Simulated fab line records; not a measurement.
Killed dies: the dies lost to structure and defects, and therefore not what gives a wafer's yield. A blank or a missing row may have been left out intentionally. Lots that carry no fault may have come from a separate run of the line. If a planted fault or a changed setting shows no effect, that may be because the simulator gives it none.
fab line records -- flow n5-finfet -- part 2 of 2: steps 5 to 6 of 6
[record] lots = 24, wafers = 72, last-day = 18
route steps=1938 shown BEOL_M11@1556 BEOL_M12@1619
lots that met no fault: taken from a fault-free run of the same line
start-h: start of the lot's first displayed wafer, in hours after the record's first day -- wait-h: hours elapsed since this lot's preceding step -- " identical to the entry in the row above -- L1.1+2: one row covering several wafers at once -- - either no value or no given start -- * or withheld: withheld -- < > ~ a bound
route shown NAME@n: names a module that has steps shown in the file, with the first one's number in the route -- usual: mean/standard deviation taken from wafers without a fault -- same: alike in all rows -- chamber/n: place in a boat -- sites: the reading at each site -- _std_site: the values' standard deviation -- _edge_site: inner sites' mean taken away from outer sites' mean -- radius-mm: for every site, how far away it sits from the centre of the wafer -- mask NAME#n: copy n -- behind: tool/chamber where the wafer was last shaped -- hold: why the lot went on hold/how many hours it stayed there/how the hold came to an end -- device: the n, p or np transistor that did not switch -- end of line: the same wafers' tests at the end of the route -- for a step that has no rows: nothing shown but its recipe -- killed: the dies lost at the first sort to structure and to defects; this is not the yield of the wafer -- map: dies across one wafer; x = killed, . = not, _ = none there
set.NAME: the setting as run; set.NAME@STEP: as run at that earlier step -- model.NAME: the simulator's own value behind a step, which no gauge read
steps of the route over a sample of lots; a table a step, a row a wafer
services: a tool's chamber out of use, with start hour (start-h, from the record's first day; less than 0 if before it), hours out, and reason
[[steps]]
[step N5_BEOL_M11_PRE_CLEAN_45]
[recipe] gas = H2/He, time-s = 30, temp-c = 250
[usual] heater-power-w = 336/35
[same] time-s = 30
lot.wafer,tool,chamber,start-h,wait-h,heater-power-w
L074.1,pvd-sputter-01,-,223.52,0.0,401
L074.2,pvd-sputter-01,-,223.52,0.0,337
L074.6,pvd-sputter-01,-,223.52,0.0,393
L075.1,pvd-sputter-01,-,229.64,0.0,344
L075.4,pvd-sputter-01,-,229.64,0.0,395
L075.5,pvd-sputter-01,-,229.64,0.0,350
L076.1,pvd-sputter-02,-,231.75,0.0,369
L076.2,pvd-sputter-02,-,231.75,0.0,311
L076.4,pvd-sputter-02,-,231.75,0.0,293
L078.3,pvd-sputter-01,-,235.69,0.0,406
L078.5,pvd-sputter-01,-,235.69,0.0,312
L078.6,pvd-sputter-01,-,235.69,0.0,395
L077.2,pvd-sputter-02,-,245.70,0.0,373
L077.5,pvd-sputter-02,-,245.70,0.0,309
L077.6,pvd-sputter-02,-,245.70,0.0,301
L079.2,pvd-sputter-02,-,267.62,0.0,293
L079.4,pvd-sputter-02,-,267.62,0.0,370
L079.5,pvd-sputter-02,-,267.62,0.0,289
L080.3,pvd-sputter-01,-,267.96,0.0,337
L080.5,pvd-sputter-01,-,267.96,0.0,332
L080.6,pvd-sputter-01,-,267.96,0.0,321
L083.2,pvd-sputter-01,-,281.72,0.0,342
L083.5,pvd-sputter-01,-,281.72,0.0,314
L083.6,pvd-sputter-01,-,281.72,0.0,337
L084.2,pvd-sputter-01,-,281.80,0.0,343
L084.3,pvd-sputter-01,-,281.80,0.0,343
L084.6,pvd-sputter-01,-,281.80,0.0,337
L082.1,pvd-sputter-02,-,285.09,0.0,289
L082.4,pvd-sputter-02,-,285.09,0.0,307
L082.5,pvd-sputter-02,-,285.09,0.0,375
L087.1,pvd-sputter-01,-,285.30,0.0,347
L087.3,pvd-sputter-01,-,285.30,0.0,341
L087.5,pvd-sputter-01,-,285.30,0.0,380
L081.1,pvd-sputter-01,-,285.38,0.0,327
L081.3,pvd-sputter-01,-,285.38,0.0,317
L081.5,pvd-sputter-01,-,285.38,0.0,314
L085.1,pvd-sputter-01,-,287.80,0.0,347
L085.5,pvd-sputter-01,-,287.80,0.0,337
L085.6,pvd-sputter-01,-,287.80,0.0,321
L086.1,pvd-sputter-01,-,287.88,0.0,336
L086.2,pvd-sputter-01,-,287.88,0.0,341
L086.3,pvd-sputter-01,-,287.88,0.0,317
L090.3,pvd-sputter-03,-,318.70,0.0,331
L090.5,pvd-sputter-03,-,318.70,0.0,343
L090.6,pvd-sputter-03,-,318.70,0.0,359
L088.2,pvd-sputter-02,-,326.46,0.0,291
L088.3,pvd-sputter-02,-,326.46,0.0,318
L088.5,pvd-sputter-02,-,326.46,0.0,298
L089.1,pvd-sputter-03,-,326.76,0.0,337
L089.2,pvd-sputter-03,-,326.76,0.0,354
L089.5,pvd-sputter-03,-,326.76,0.0,328
L092.2,pvd-sputter-02,-,334.64,0.0,289
L092.3,pvd-sputter-02,-,334.64,0.0,293
L092.5,pvd-sputter-02,-,334.64,0.0,300
L091.2,pvd-sputter-02,-,334.72,0.0,317
L091.4,pvd-sputter-02,-,334.72,0.0,289
L091.5,pvd-sputter-02,-,334.72,0.0,319
L093.1,pvd-sputter-01,-,344.88,0.0,332
L093.3,pvd-sputter-01,-,344.88,0.0,316
L093.6,pvd-sputter-01,-,344.88,0.0,397
L095.3,pvd-sputter-01,-,347.86,0.0,338
L095.4,pvd-sputter-01,-,347.86,0.0,350
L095.5,pvd-sputter-01,-,347.86,0.0,313
L094.2,pvd-sputter-01,-,357.77,0.0,393
L094.3,pvd-sputter-01,-,357.77,0.0,321
L094.5,pvd-sputter-01,-,357.77,0.0,409
L097.1,pvd-sputter-03,-,364.98,0.0,339
L097.2,pvd-sputter-03,-,364.98,0.0,271
L097.3,pvd-sputter-03,-,364.98,0.0,358
L096.3,pvd-sputter-01,-,381.63,0.0,322
L096.4,pvd-sputter-01,-,381.63,0.0,334
L096.5,pvd-sputter-01,-,381.63,0.0,344
[step N5_BEOL_M12_STRIP_64]
[recipe] chemistry = N2/H2, power-w = 1000, temp-c = 250, h2-frac = 0.65, overash-fraction = 0.3, pressure-mtorr = withheld, n2-flow-sccm = 1750, h2-flow-sccm = 3250
[usual] drypump-motor-current-A = 5.6/0.41, heater-power-w = 331/36, oes-product-au = 0.715/0.0041, strip-time-to-endpoint-s = 31.34/0.073
lot.wafer,tool,chamber,start-h,wait-h,drypump-motor-current-A,heater-power-w,oes-product-au,rf-hours-counter-h,strip-time-to-endpoint-s
L074.1,plasma-asher-01,0,226.27,0.0,5.6,318,0.716,75,31.26
L074.2,plasma-asher-01,1,226.27,0.0,5.1,385,0.714,75,31.34
L074.6,plasma-asher-01,0,226.27,0.0,5.6,320,0.718,-,31.28
L075.1,plasma-asher-02,0,232.36,0.0,5.7,296,0.714,109,31.29
L075.4,plasma-asher-02,0,232.36,0.0,5.7,296,0.712,-,31.31
L075.5,plasma-asher-02,0,232.36,0.0,5.7,297,0.718,-,31.27
L076.1,plasma-asher-02,1,237.21,0.0,6.2,319,0.713,111,31.38
L076.2,plasma-asher-02,0,237.21,0.0,5.7,293,0.714,111,31.35
L076.4,plasma-asher-02,0,237.21,0.0,5.7,295,0.717,-,31.34
L078.3,plasma-asher-02,0,238.73,0.0,5.7,297,0.715,-,31.34
L078.5,plasma-asher-02,0,238.73,0.0,5.7,300,0.720,-,31.37
L078.6,plasma-asher-02,1,238.73,0.0,6.3,314,0.716,-,31.35
L077.2,plasma-asher-01,0,248.71,0.0,5.6,322,0.707,80,31.25
L077.5,plasma-asher-01,0,248.71,0.0,5.6,325,0.717,-,31.20
L077.6,plasma-asher-01,1,248.71,0.0,5.1,389,0.715,-,31.29
L079.2,plasma-asher-01,1,271.28,0.0,5.1,400,0.714,83,31.27
L079.4,plasma-asher-01,0,271.28,0.0,5.6,321,0.717,-,31.19
L079.5,plasma-asher-01,1,271.28,0.0,5.1,397,0.720,-,31.30
L080.3,plasma-asher-01,1,272.28,0.0,5.1,380,0.712,-,31.33
L080.5,plasma-asher-01,1,272.28,0.0,5.0,397,0.711,-,31.25
L080.6,plasma-asher-01,0,272.28,0.0,5.6,326,0.710,-,31.41
L083.2,plasma-asher-01,1,284.94,0.0,5.1,386,0.718,85,31.38
L083.5,plasma-asher-01,0,284.94,0.0,5.6,318,0.713,-,31.47
L083.6,plasma-asher-01,1,284.94,0.0,5.1,393,0.724,-,31.53
L084.2,plasma-asher-01,0,285.31,0.0,5.6,318,0.716,85,31.33
L084.3,plasma-asher-01,1,285.31,0.0,5.1,381,0.720,-,31.41
L084.6,plasma-asher-01,0,285.31,0.0,5.6,321,0.713,-,31.41
L082.1,plasma-asher-01,0,288.61,0.0,5.6,312,0.720,86,31.40
L082.4,plasma-asher-01,0,288.61,0.0,5.6,328,0.717,-,31.30
L082.5,plasma-asher-01,0,288.61,0.0,5.6,316,0.718,-,31.44
L087.1,plasma-asher-02,1,289.28,0.0,6.2,316,0.721,123,31.26
L087.3,plasma-asher-02,0,289.28,0.0,5.7,291,0.717,-,31.36
L087.5,plasma-asher-02,1,289.28,0.0,6.2,315,0.716,-,31.32
L081.1,plasma-asher-02,0,289.56,0.0,5.7,296,0.720,123,31.35
L081.3,plasma-asher-02,1,289.56,0.0,6.2,322,0.708,-,31.31
L081.5,plasma-asher-02,0,289.56,0.0,5.7,300,0.711,-,31.30
L085.1,plasma-asher-02,0,290.73,0.0,5.7,294,0.716,124,31.41
L085.5,plasma-asher-02,0,290.73,0.0,5.7,293,0.708,-,31.38
L085.6,plasma-asher-02,1,290.73,0.0,6.2,320,0.719,-,31.42
L086.1,plasma-asher-01,1,291.16,0.0,5.1,399,0.717,87,31.37
L086.2,plasma-asher-01,0,291.16,0.0,5.6,319,0.713,87,31.40
L086.3,plasma-asher-01,0,291.16,0.0,5.6,323,0.721,-,31.43
L090.3,plasma-asher-02,0,321.17,0.0,5.7,293,0.715,-,31.28
L090.5,plasma-asher-02,0,321.17,0.0,5.7,298,0.709,-,31.33
L090.6,plasma-asher-02,1,321.17,0.0,6.2,312,0.715,-,31.36
L088.2,plasma-asher-02,1,328.93,0.0,6.2,319,0.710,130,31.33
L088.3,plasma-asher-02,1,328.93,0.0,6.2,325,0.721,-,31.36
L088.5,plasma-asher-02,0,328.93,0.0,5.7,304,0.716,-,31.38
L089.1,plasma-asher-02,1,329.57,0.0,6.3,318,0.717,130,31.25
L089.2,plasma-asher-02,0,329.57,0.0,5.7,293,0.715,130,31.26
L089.5,plasma-asher-02,1,329.57,0.0,6.3,314,0.717,-,31.23
L092.2,plasma-asher-01,0,338.81,0.0,5.6,320,0.711,97,31.27
L092.3,plasma-asher-01,1,338.81,0.0,5.1,393,0.705,-,31.29
L092.5,plasma-asher-01,0,338.81,0.0,5.6,316,0.714,-,31.28
L091.2,plasma-asher-02,0,339.12,0.0,5.7,299,0.719,132,31.55
L091.4,plasma-asher-02,0,339.12,0.0,5.7,299,0.726,-,31.57
L091.5,plasma-asher-02,0,339.12,0.0,5.7,294,0.713,-,31.48
L093.1,plasma-asher-01,1,347.71,0.0,5.1,395,0.713,99,31.35
L093.3,plasma-asher-01,0,347.71,0.0,5.6,322,0.718,-,31.37
L093.6,plasma-asher-01,0,347.71,0.0,5.6,321,0.716,-,31.40
L095.3,plasma-asher-01,1,353.62,0.0,5.1,398,0.714,-,31.34
L095.4,plasma-asher-01,0,353.62,0.0,5.6,329,0.715,-,31.32
L095.5,plasma-asher-01,1,353.62,0.0,5.1,391,0.711,-,31.38
L094.2,plasma-asher-02,1,360.67,0.0,6.2,314,0.715,137,31.26
L094.3,plasma-asher-02,1,360.67,0.0,6.2,317,0.719,-,31.28
L094.5,plasma-asher-02,1,360.67,0.0,6.2,321,0.712,-,31.28
L097.1,plasma-asher-02,1,368.23,0.0,6.3,313,0.717,138,31.40
L097.2,plasma-asher-02,0,368.23,0.0,5.7,298,0.716,138,31.44
L097.3,plasma-asher-02,0,368.23,0.0,5.7,297,0.719,-,31.41
L096.3,plasma-asher-01,1,384.31,0.0,5.1,397,0.718,-,31.25
L096.4,plasma-asher-01,0,384.31,0.0,5.6,313,0.714,-,31.39
L096.5,plasma-asher-01,0,384.31,0.0,5.6,319,0.720,-,31.30
[[services]]
tool,chamber,start-h,hours,kind
rie-diel-01,2,199.95,-,clean
rie-diel-01,2,199.95,-,consumable-replace:focus-ring
plasma-asher-01,-,208.67,0.9,repair
rie-diel-03,0,219.55,-,clean
rie-diel-03,0,219.55,-,consumable-replace:focus-ring
rie-diel-03,0,219.55,-,consumable-replace:showerhead
rie-diel-03,0,219.55,19.9,scheduled-down
pvd-sputter-02,-,222.72,1.7,repair
rie-diel-04,1,246.44,6.6,repair
plasma-asher-01,-,246.73,1.9,repair
rie-diel-04,2,248.61,3.7,repair
plasma-asher-01,-,262.42,4.5,repair
rie-diel-01,0,269.66,2.1,repair
rie-diel-01,0,275.75,4.7,repair
rie-diel-03,3,282.13,10.9,repair
rie-diel-03,-,298.97,15.6,pm
rie-diel-01,2,321.53,13.2,repair
rie-diel-04,1,326.25,8.7,repair
plasma-asher-02,-,327.58,1.1,repair
rie-diel-04,3,329.91,4.1,repair
rie-diel-04,2,347.19,1.6,repair
rie-diel-03,-,367.22,0.3,repair
plasma-asher-01,-,380.52,2.7,repair
rie-diel-04,2,381.90,8.8,repair
